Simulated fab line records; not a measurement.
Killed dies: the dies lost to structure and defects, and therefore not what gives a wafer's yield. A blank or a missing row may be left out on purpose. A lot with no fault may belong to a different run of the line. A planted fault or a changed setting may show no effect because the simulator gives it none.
fab line records + flow n5_finfet + part 2 of 2: steps 23 to 30 of 30
record
- lots=5
- wafers=15
- last_day=17
route steps=1938 shown BEOL_M14@1768 BEOL_M15@1773
lots that met no fault: from a run of the same line without faults
start_h: hours from the record's opening day to when the first of the lot's shown wafers began + wait_h: how many hours have passed since the lot's step before this one + " repeats the value in the row above + L1.1+2: a single row standing in for several wafers + - value missing, or start not given + * or withheld: withheld + < > ~ a bound
route shown NAME@n: names a module that has steps shown in the file, with the first one's number in the route + usual: mean/standard deviation of fault-free wafers + same: alike in all rows + chamber/n: place in a boat + sites: readings site by site + _std_site: the standard deviation of these + _edge_site: outer sites' mean less inner sites' + radius_mm: for every site, how far away it sits from the centre of the wafer + mask NAME#n: copy n + behind: tool/chamber where the wafer was last shaped + hold: reason for holding the lot/hours on hold/outcome of the hold + device: which transistor (n, p or np) failed to switch + end of line: the route-end tests of the same wafers + step lacking rows: just its recipe + killed: dies that structure and defects cost at the first sort, which is not the same as the wafer's yield + map: a wafer's dies, x killed, . not, _ none there
set.NAME: the setting that was run; set.NAME@STEP: the one run at that earlier step + model.NAME: the simulator's own value behind a step, which no gauge read
lots seen at some steps along the route; tables by step, rows by wafer
services: when a tool's chamber went out of use (start_h, in hours from the record's first day, below 0 if earlier), for how many hours, and the reason
## steps
# step N5_BEOL_M15_STRIP_64
# recipe
- chemistry=O2
- power_w=600
- temp_c=60
- pressure_mtorr=30
- rf_frequency_hz=6e+07
- bias_power_w=0
- overash_fraction=0.3
- o2_flow_sccm=225
# usual
- drypump_motor_current_A=5.92/0.26
- oes_product_au=0.79/0.089
- rf_vpp_V=3.6/0.45
- showerhead_plenum_p_Torr=2.09/0.055
- throttle_valve_pct=16.60/0.24
| lot.wafer | tool        | chamber | start_h | wait_h | drypump_motor_current_A | oes_product_au | rf_hours_counter_h | rf_vpp_V | showerhead_plenum_p_Torr | throttle_valve_pct |
|-----------|-------------|---------|---------|--------|-------------------------|----------------|--------------------|----------|--------------------------|--------------------|
| L081.1    | rie_diel-03 | 3       | -       | -      | 5.85                    | 0.95           | 2                  | 3.2      | 2.16                     | 16.23              |
| L081.3    | "           | 2       | "       | "      | 6.04                    | 0.77           | 122                | 3.2      | 2.09                     | 16.58              |
| L081.5    | "           | 2       | "       | "      | 6.03                    | 0.77           | -                  | 4.4      | 2.09                     | 16.61              |
| L086.3    | rie_diel-02 | 3       | -       | -      | 6.13                    | 0.85           | 50                 | 3.2      | 2.05                     | 16.42              |
| L086.4    | "           | 0       | "       | "      | 5.50                    | 0.86           | 57                 | 3.1      | 2.03                     | 16.44              |
| L086.6    | "           | 3       | "       | "      | 6.12                    | 0.85           | -                  | 3.4      | 2.05                     | 16.41              |
| L085.2    | rie_diel-02 | 3       | -       | -      | 6.13                    | 0.84           | 51                 | 3.6      | 2.05                     | 16.44              |
| L085.4    | "           | 1       | "       | "      | 5.97                    | 0.79           | 104                | 4.3      | 2.18                     | 16.36              |
| L085.5    | "           | 0       | "       | "      | 5.44                    | 0.86           | -                  | 3.6      | 2.03                     | 16.45              |
| L092.1    | rie_diel-03 | 2       | -       | -      | 6.05                    | 0.75           | 143                | 1.9      | 2.08                     | 16.62              |
| L092.4    | "           | 0       | "       | "      | 5.70                    | 0.72           | 219                | 3.9      | 2.00                     | 16.89              |
| L092.6    | "           | 3       | "       | "      | 5.82                    | 0.88           | -                  | 4.3      | 2.15                     | 16.26              |
| L096.1    | rie_diel-02 | 2       | -       | -      | 5.95                    | 0.69           | 231                | 3.9      | 2.09                     | 16.69              |
| L096.2    | "           | 1       | "       | "      | 5.98                    | 0.76           | 128                | 2.9      | 2.17                     | 16.41              |
| L096.4    | "           | 1       | "       | "      | 6.00                    | 0.76           | -                  | 3.7      | 2.17                     | 16.40              |
# step N5_BEOL_M15_STRIP_65
# recipe
- chemistry=post_etch_residue_remover
- time_s=60
- temp_c=25
- remover_ph=withheld
- remover_water_wt_pct=withheld
- remover_fluoride_wt_pct=withheld
# same
- time_s=60
| lot.wafer  | tool         | chamber | start_h | wait_h |
|------------|--------------|---------|---------|--------|
| L081.1+3+5 | wet_bench-01 | 2,5,3   | 296.21  | -      |
| L086.3+4+6 | wet_bench-03 | 5,2,1   | 306.98  | -      |
| L085.2+4+5 | wet_bench-02 | 2,6,4   | 309.45  | -      |
| L092.1+4+6 | wet_bench-01 | 4,6,5   | 361.00  | -      |
| L096.1+2+4 | wet_bench-03 | 1,3,6   | 384.36  | -      |
# step N5_BEOL_M15_SRD_66
# recipe
- time_s=30
- temp_c=23
- rinse_liquid=diw
- dry=n2_spin
- spin_rpm=1500
- dry_time_s=30
# usual
- bath_heat_duty_pct=3.6/0.52
# same
- time_s=30
| lot.wafer | tool         | chamber | start_h | wait_h | bath_heat_duty_pct |
|-----------|--------------|---------|---------|--------|--------------------|
| L081.1    | wet_bench-01 | 2       | 296.23  | 0.0    | 2.4                |
| L081.3    | "            | 5       | "       | "      | 3.8                |
| L081.5    | "            | 3       | "       | "      | 4.2                |
| L086.3    | wet_bench-03 | 5       | 307.00  | 0.0    | 2.6                |
| L086.4    | "            | 2       | "       | "      | 3.3                |
| L086.6    | "            | 1       | "       | "      | 3.6                |
| L085.2    | wet_bench-02 | 2       | 309.47  | 0.0    | 3.3                |
| L085.4    | "            | 6       | "       | "      | 3.6                |
| L085.5    | "            | 4       | "       | "      | 4.2                |
| L092.1    | wet_bench-01 | 4       | 361.02  | 0.0    | 3.0                |
| L092.4    | "            | 6       | "       | "      | 3.7                |
| L092.6    | "            | 5       | "       | "      | 3.4                |
| L096.1    | wet_bench-03 | 1       | 384.40  | 0.0    | 4.0                |
| L096.2    | "            | 3       | "       | "      | 3.7                |
| L096.4    | "            | 6       | "       | "      | 3.9                |
# step N5_BEOL_M15_CD_MEAS_17
# recipe
- target_cd_nm=360
- polarity=opening
# usual
- cd_nm=364/3.2
| lot.wafer | tool      | chamber | start_h | wait_h | cd_nm |
|-----------|-----------|---------|---------|--------|-------|
| L081.1    | cd_sem-01 | -       | 296.27  | 0.0    | 359   |
| L081.3    | "         | -       | "       | "      | 363   |
| L081.5    | "         | -       | "       | "      | 367   |
| L086.3    | cd_sem-03 | -       | 307.04  | 0.0    | 363   |
| L086.4    | "         | -       | "       | "      | 357   |
| L086.6    | "         | -       | "       | "      | 362   |
| L085.2    | cd_sem-01 | -       | 309.51  | 0.0    | 364   |
| L085.4    | "         | -       | "       | "      | 366   |
| L085.5    | "         | -       | "       | "      | 358   |
| L092.1    | cd_sem-02 | -       | 361.06  | 0.0    | 368   |
| L092.4    | "         | -       | "       | "      | 366   |
| L092.6    | "         | -       | "       | "      | 364   |
| L096.1    | cd_sem-03 | -       | 384.45  | 0.0    | 367   |
| L096.2    | "         | -       | "       | "      | 363   |
| L096.4    | "         | -       | "       | "      | 365   |
# step N5_BEOL_M15_COAT_56
# recipe
- resist=SOC
- temp_c=250
- time_s=60
- spin_rpm=1500
- resist_thk_nm=550
# usual
- dispense_pressure_kPa=50/3.4
- plate_temp_C=249.99/0.18
# same
- time_s=60
| lot.wafer | tool           | chamber | start_h | wait_h | dispense_pressure_kPa | plate_temp_C |
|-----------|----------------|---------|---------|--------|-----------------------|--------------|
| L081.1    | litho_track-02 | 0       | 296.30  | 0.0    | 53                    | 250.19       |
| L081.3    | "              | 0       | "       | "      | 53                    | 250.13       |
| L081.5    | "              | 0       | "       | "      | 53                    | 249.97       |
| L086.3    | litho_track-02 | 0       | 307.09  | 0.0    | 53                    | 250.32       |
| L086.4    | "              | 0       | "       | "      | 53                    | 250.17       |
| L086.6    | "              | 0       | "       | "      | 53                    | 249.97       |
| L085.2    | litho_track-01 | 0       | 309.55  | 0.0    | 49                    | 250.18       |
| L085.4    | "              | 0       | "       | "      | 49                    | 250.01       |
| L085.5    | "              | 0       | "       | "      | 49                    | 250.11       |
| L092.1    | litho_track-02 | 0       | 361.10  | 0.0    | 53                    | 250.10       |
| L092.4    | "              | 0       | "       | "      | 53                    | 250.13       |
| L092.6    | "              | 0       | "       | "      | 53                    | 250.29       |
| L096.1    | litho_track-02 | 0       | 384.49  | 0.0    | 53                    | 249.95       |
| L096.2    | "              | 0       | "       | "      | 53                    | 249.87       |
| L096.4    | "              | 0       | "       | "      | 53                    | 249.78       |
# step N5_BEOL_M15_ETCH_57
# recipe
- chemistry=N2/H2
- target=SOC
- source_w=3000
- bias_w=350
- time_s=750
- ion_energy_ev=200
- pressure_mtorr=30
- n2_flow_sccm=200
- h2_flow_sccm=200
# usual
- drypump_motor_current_A=5.91/0.29
- oes_product_au=0.78/0.096
- rf_vpp_V=523.6/1.9
- showerhead_plenum_p_Torr=2.53/0.071
- throttle_valve_pct=17.72/0.27
# same
- time_s=750
| lot.wafer | tool        | chamber | start_h | wait_h | drypump_motor_current_A | oes_product_au | rf_hours_counter_h | rf_vpp_V | showerhead_plenum_p_Torr | throttle_valve_pct |
|-----------|-------------|---------|---------|--------|-------------------------|----------------|--------------------|----------|--------------------------|--------------------|
| L081.1    | rie_diel-02 | 0       | 296.37  | -      | 5.51                    | 0.86           | 54                 | 522.8    | 2.46                     | 17.54              |
| L081.3    | "           | 2       | "       | "      | 5.98                    | 0.71           | 203                | 523.2    | 2.53                     | 17.68              |
| L081.5    | "           | 0       | "       | "      | 5.47                    | 0.86           | -                  | 522.0    | 2.46                     | 17.55              |
| L086.3    | rie_diel-06 | 0       | 307.33  | -      | 5.79                    | 0.70           | 212                | 527.0    | 2.66                     | 18.05              |
| L086.4    | "           | 1       | "       | "      | 6.49                    | 0.80           | -                  | 524.8    | 2.54                     | 17.38              |
| L086.6    | "           | 0       | "       | "      | 5.79                    | 0.70           | -                  | 526.6    | 2.66                     | 18.06              |
| L085.2    | rie_diel-03 | 2       | 309.61  | -      | 6.05                    | 0.77           | 127                | 523.3    | 2.57                     | 17.93              |
| L085.4    | "           | 1       | "       | "      | 5.49                    | 0.68           | 247                | 523.2    | 2.50                     | 18.15              |
| L085.5    | "           | 0       | "       | "      | 5.73                    | 0.73           | -                  | 518.9    | 2.41                     | 17.77              |
| L092.1    | rie_diel-02 | 3       | 361.16  | -      | 6.17                    | 0.82           | 66                 | 521.3    | 2.49                     | 17.76              |
| L092.4    | "           | 1       | "       | "      | 5.98                    | 0.77           | 120                | 527.8    | 2.65                     | 17.49              |
| L092.6    | "           | 0       | "       | "      | 5.44                    | 0.83           | -                  | 522.1    | 2.46                     | 17.59              |
| L096.1    | rie_diel-03 | 2       | 384.55  | -      | 6.04                    | 0.76           | 150                | 524.1    | 2.56                     | 17.96              |
| L096.2    | "           | 0       | "       | "      | 5.75                    | 0.72           | 226                | 520.5    | 2.40                     | 17.83              |
| L096.4    | "           | 1       | "       | "      | 5.46                    | 0.98           | 8                  | 524.4    | 2.49                     | 17.68              |
# step N5_BEOL_M15_COAT_60
# recipe
- resist=BARC
- temp_c=205
- time_s=60
- spin_rpm=1500
- resist_thk_nm=89
# usual
- dispense_pressure_kPa=49/3.4
- plate_temp_C=205.00/0.17
# same
- time_s=60
| lot.wafer | tool           | chamber | start_h | wait_h | dispense_pressure_kPa | plate_temp_C |
|-----------|----------------|---------|---------|--------|-----------------------|--------------|
| L081.1    | litho_track-02 | 0       | 296.87  | 0.3    | 53                    | 204.94       |
| L081.3    | "              | 0       | "       | "      | 53                    | 205.04       |
| L081.5    | "              | 0       | "       | "      | 53                    | 204.97       |
| L086.3    | litho_track-02 | 0       | 307.83  | 0.3    | 53                    | 205.05       |
| L086.4    | "              | 0       | "       | "      | 53                    | 204.94       |
| L086.6    | "              | 0       | "       | "      | 53                    | 204.89       |
| L085.2    | litho_track-01 | 0       | 310.12  | 0.3    | 49                    | 205.31       |
| L085.4    | "              | 0       | "       | "      | 49                    | 205.10       |
| L085.5    | "              | 0       | "       | "      | 49                    | 205.24       |
| L092.1    | litho_track-02 | 0       | 361.66  | 0.3    | 53                    | 204.76       |
| L092.4    | "              | 0       | "       | "      | 53                    | 204.88       |
| L092.6    | "              | 0       | "       | "      | 53                    | 204.84       |
| L096.1    | litho_track-01 | 0       | 385.06  | 0.3    | 49                    | 205.15       |
| L096.2    | "              | 0       | "       | "      | 49                    | 205.18       |
| L096.4    | "              | 0       | "       | "      | 49                    | 205.13       |
# step N5_BEOL_M15_COAT_22
# recipe
- spin_rpm=1704
- resist_thk_nm=800
# usual
- dispense_pressure_kPa=49/3.4
| lot.wafer | tool           | chamber | start_h | wait_h | dispense_pressure_kPa |
|-----------|----------------|---------|---------|--------|-----------------------|
| L081.1    | litho_track-02 | 0       | -       | -      | 53                    |
| L081.3    | "              | 0       | "       | "      | 53                    |
| L081.5    | "              | 0       | "       | "      | 53                    |
| L086.3    | litho_track-02 | 0       | -       | -      | 53                    |
| L086.4    | "              | 0       | "       | "      | 53                    |
| L086.6    | "              | 0       | "       | "      | 53                    |
| L085.2    | litho_track-01 | 0       | -       | -      | 49                    |
| L085.4    | "              | 0       | "       | "      | 49                    |
| L085.5    | "              | 0       | "       | "      | 49                    |
| L092.1    | litho_track-02 | 0       | -       | -      | 53                    |
| L092.4    | "              | 0       | "       | "      | 53                    |
| L092.6    | "              | 0       | "       | "      | 53                    |
| L096.1    | litho_track-01 | 0       | -       | -      | 49                    |
| L096.2    | "              | 0       | "       | "      | 49                    |
| L096.4    | "              | 0       | "       | "      | 49                    |
## services
| tool           | chamber | start_h | hours | kind                          |
|----------------|---------|---------|-------|-------------------------------|
| krf_scanner-02 | -       | 275.86  | 0.5   | repair                        |
| pecvd-02       | 0       | 284.96  | 2.1   | scheduled_down                |
| rie_diel-06    | 3       | 300.38  | -     | clean                         |
| rie_diel-06    | 3       | 300.38  | -     | consumable_replace:focus_ring |
| rie_diel-06    | 3       | 300.38  | 24.3  | scheduled_down                |
| krf_scanner-02 | -       | 319.76  | 1.0   | pm                            |
| pecvd-02       | -       | 322.09  | 5.5   | pm                            |
| rie_diel-03    | 1       | 324.62  | -     | clean                         |
| rie_diel-03    | 1       | 324.62  | -     | consumable_replace:focus_ring |
| rie_diel-03    | 1       | 324.62  | 24.0  | scheduled_down                |
| rie_diel-03    | 1       | 324.62  | 24.0  | vent_cycle                    |
| pecvd-02       | -       | 333.66  | 1.2   | repair                        |
| rie_diel-02    | 2       | 343.65  | 3.2   | repair                        |
| krf_scanner-02 | -       | 348.96  | 1.3   | pm                            |
| pecvd-01       | 1       | 349.13  | 5.5   | scheduled_down                |
| krf_scanner-02 | -       | 356.20  | 0.8   | pm                            |
| pecvd-03       | 0       | 359.27  | 7.5   | repair                        |
| litho_track-01 | -       | 359.43  | -     | consumable_replace:filter     |
| rie_diel-03    | 1       | 367.60  | 2.7   | repair                        |
| wet_bench-01   | -       | 371.79  | 3.2   | repair                        |
| rie_diel-02    | 0       | 372.38  | 12.3  | repair                        |
| pecvd-01       | -       | 375.46  | 7.3   | repair                        |
| pecvd-02       | 1       | 383.67  | -     | clean                         |
| pecvd-02       | 1       | 383.67  | -     | consumable_replace:showerhead |
